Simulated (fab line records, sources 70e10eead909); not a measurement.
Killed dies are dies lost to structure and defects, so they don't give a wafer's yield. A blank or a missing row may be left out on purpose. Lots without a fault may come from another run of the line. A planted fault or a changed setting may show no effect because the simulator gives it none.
Which tool did it? | flow nand_harc | 24 lots, 72 wafers sampled, at 3 steps of a route of 1302

WHAT THE GAUGES READ, wafer by wafer
NHARC_P_M2_INSPECT_27. Usual: raw_defect_count 327, standard deviation 110.
lot  | measured     | on                | raw_defect_count | flag
L074 | day 6 10:56  | defect_inspect-01 | 302 329 386      |
L075 | day 7 00:22  | defect_inspect-01 | 395 309 193      |
L076 | day 7 03:16  | defect_inspect-01 | 165 237 299      |
L077 | day 7 22:20  | defect_inspect-01 | 412 390 545      |
L078 | day 8 01:35  | defect_inspect-01 | 458 401 488      |
L079 | day 8 12:31  | defect_inspect-01 | 278 194 302      |
L080 | day 9 00:30  | defect_inspect-01 | 201 267 325      |
L081 | day 9 07:02  | defect_inspect-01 | 403 316 401      |
L082 | day 10 01:05 | defect_inspect-01 | 402 594 266      |
L083 | day 10 06:29 | defect_inspect-02 | 420 478 548      |
L084 | day 10 14:40 | defect_inspect-02 | 256 421 616      |
L085 | day 11 03:16 | defect_inspect-02 | 182 267 245      |
L086 | day 11 13:55 | defect_inspect-01 | 280 226 366      |
L087 | day 11 23:11 | defect_inspect-02 | 325 316 203      |
L088 | day 12 19:54 | defect_inspect-01 | 289 365 256      |
L089 | day 12 22:46 | defect_inspect-02 | 236 327 229      |
L090 | day 13 05:37 | defect_inspect-01 | 285 156 229      |
L091 | day 13 14:25 | defect_inspect-01 | 468 590 578      |
L092 | day 14 02:40 | defect_inspect-01 | 534 343 344      |
L093 | day 14 16:40 | defect_inspect-02 | 436 249 329      |
L094 | day 15 03:07 | defect_inspect-02 | 255 213 194      |
L095 | day 16 02:17 | defect_inspect-02 | 480 378 274      |
L096 | day 16 10:47 | defect_inspect-01 | 279 327 394      |
L097 | day 16 12:06 | defect_inspect-01 | 393 242 145      |

NHARC_P_BONDPAD_THK_MEAS_33: measures by ellipsometry. Usual: thk_nm 200.1 nm, standard deviation 1.4.
lot  | measured     | on            | thk_nm (nm)       | flag
L074 | day 6 12:09  | film_metro-01 | 198.4 199.0 201.8 |
L075 | day 7 01:35  | film_metro-01 | 199.5 201.4 198.8 |
L076 | day 7 04:29  | film_metro-01 | 200.2 197.5 199.4 |
L077 | day 7 23:33  | film_metro-01 | 199.5 199.9 199.5 |
L078 | day 8 02:48  | film_metro-01 | 196.5 201.4 197.4 |
L079 | day 8 13:43  | film_metro-01 | 198.5 199.8 201.6 |
L080 | day 9 01:43  | film_metro-01 | 197.2 201.3 199.9 |
L081 | day 9 08:15  | film_metro-02 | 201.4 201.8 200.4 |
L082 | day 10 02:17 | film_metro-02 | 199.8 202.0 199.8 |
L083 | day 10 07:47 | film_metro-02 | 198.4 199.2 200.1 |
L084 | day 10 15:53 | film_metro-01 | 198.8 201.6 199.2 |
L085 | day 11 04:29 | film_metro-01 | 198.4 199.7 199.6 |
L086 | day 11 15:08 | film_metro-01 | 200.4 199.2 202.8 |
L087 | day 12 00:25 | film_metro-02 | 202.8 199.8 200.2 |
L088 | day 12 21:07 | film_metro-02 | 198.4 197.3 199.5 |
L089 | day 12 23:59 | film_metro-01 | 200.1 199.9 199.4 |
L090 | day 13 07:08 | film_metro-01 | 199.0 201.1 199.9 |
L091 | day 13 15:40 | film_metro-02 | 201.0 200.9 199.9 |
L092 | day 14 03:53 | film_metro-01 | 202.1 201.4 201.8 |
L093 | day 14 18:01 | film_metro-01 | 200.1 201.2 203.1 |
L094 | day 15 04:29 | film_metro-01 | 203.0 199.0 197.9 |
L095 | day 16 03:30 | film_metro-01 | 199.2 201.4 200.7 |
L096 | day 16 11:59 | film_metro-02 | 199.8 200.9 201.6 |
L097 | day 16 13:19 | film_metro-01 | 200.6 200.4 204.6 |

WHICH TOOL RAN EACH LOT (tool, then ch and the chambers of the sampled wafers, then the start)
lot  | NHARC_P_M2_CMP_23
L074 | cmp-04 ch 1,2,3, day 6 10:31
L075 | cmp-03 ch 0,1,2, day 6 23:55
L076 | cmp-04 ch 1,2,3, day 7 02:49
L077 | cmp-04 ch 0,1,2, day 7 21:55
L078 | cmp-03 ch 0,3, day 8 01:08
L079 | cmp-03 ch 0,2,3, day 8 12:02
L080 | cmp-03 ch 0,1,3, day 9 00:02
L081 | cmp-02 ch 0,1,2, day 9 06:39
L082 | cmp-04 ch 1,2, day 10 00:38
L083 | cmp-02 ch 0,1,3, day 10 06:01
L084 | cmp-03 ch 0,1, day 10 14:12
L085 | cmp-02 ch 0,1,3, day 11 02:46
L086 | cmp-03 ch 0,1,2, day 11 13:30
L087 | cmp-02 ch 0,2, day 11 22:43
L088 | cmp-04 ch 0,2,3, day 12 19:26
L089 | cmp-03 ch 0,3, day 12 22:18
L090 | cmp-02 ch 0,2, day 13 05:11
L091 | cmp-03 ch 0,1, day 13 13:58
L092 | cmp-04 ch 0,1,3, day 14 02:12
L093 | cmp-02 ch 0,2, day 14 16:13
L094 | cmp-04 ch 0,1, day 15 02:39
L095 | cmp-02 ch 2,3, day 16 01:49
L096 | cmp-03 ch 2,3, day 16 10:19
L097 | cmp-04 ch 2,3, day 16 11:39
- NHARC_P_M2_CMP_23: polishes, t overpolish 20 s, target thk 144.3 nm.

WHAT THE TOOLS THEMSELVES READ (means of the sampled wafers that have a number; where no wafer has one, the mark that the record gives instead)
NHARC_P_M2_CMP_23. Usual: motor_current_A 11.7 A, standard deviation 0.82; time_to_endpoint_s 28.2 s, standard deviation 2.9.
lot  | tool   | motor_current_A (A) | time_to_endpoint_s (s) | flag
L074 | cmp-04 | 11.8                | 27.7                   |
L075 | cmp-03 | 12.3                | 28.6                   |
L076 | cmp-04 | 11.9                | 28.7                   |
L077 | cmp-04 | 11.7                | 28.6                   |
L078 | cmp-03 | 11.8                | 24.4                   |
L079 | cmp-03 | 11.7                | 26.9                   |
L080 | cmp-03 | 11.5                | 28.5                   |
L081 | cmp-02 | 11.3                | 30.1                   |
L082 | cmp-04 | 11.4                | 28.5                   |
L083 | cmp-02 | 11.1                | 26.6                   |
L084 | cmp-03 | 12.1                | 24.8                   |
L085 | cmp-02 | 11.3                | 27.0                   |
L086 | cmp-03 | 11.9                | 26.9                   |
L087 | cmp-02 | 12.9                | 29.6                   |
L088 | cmp-04 | 11.7                | 31.5                   |
L089 | cmp-03 | 11.5                | 24.7                   |
L090 | cmp-02 | 12.4                | 32.7                   |
L091 | cmp-03 | 11.6                | 24.9                   |
L092 | cmp-04 | 12.1                | 31.9                   |
L093 | cmp-02 | 12.5                | 34.0                   |
L094 | cmp-04 | 11.7                | 30.1                   |
L095 | cmp-02 | 12.4                | 29.5                   |
L096 | cmp-03 | 11.8                | 26.8                   |
L097 | cmp-04 | 11.6                | 28.5                   |

THE ANSWER, worked out from the rows above alone
Rule: a lot is off if the mean of its wafers that have a number lies more than 3 standard deviations from the usual mean. A lot without any number at a reading at which 4 lots or more have one is off too. The other lots that the step has rows for count as sound. The gauges are gone through in route order, then the tools' own readings, and for those a lot's mean is taken as printed above. The first step at which some lot is off is used, and at that step the reading that is off furthest; a lot without a number counts as furthest.
No lot is off at any reading shown: from this, nothing can be told.

WHAT THE SIMULATOR HAD PUT IN
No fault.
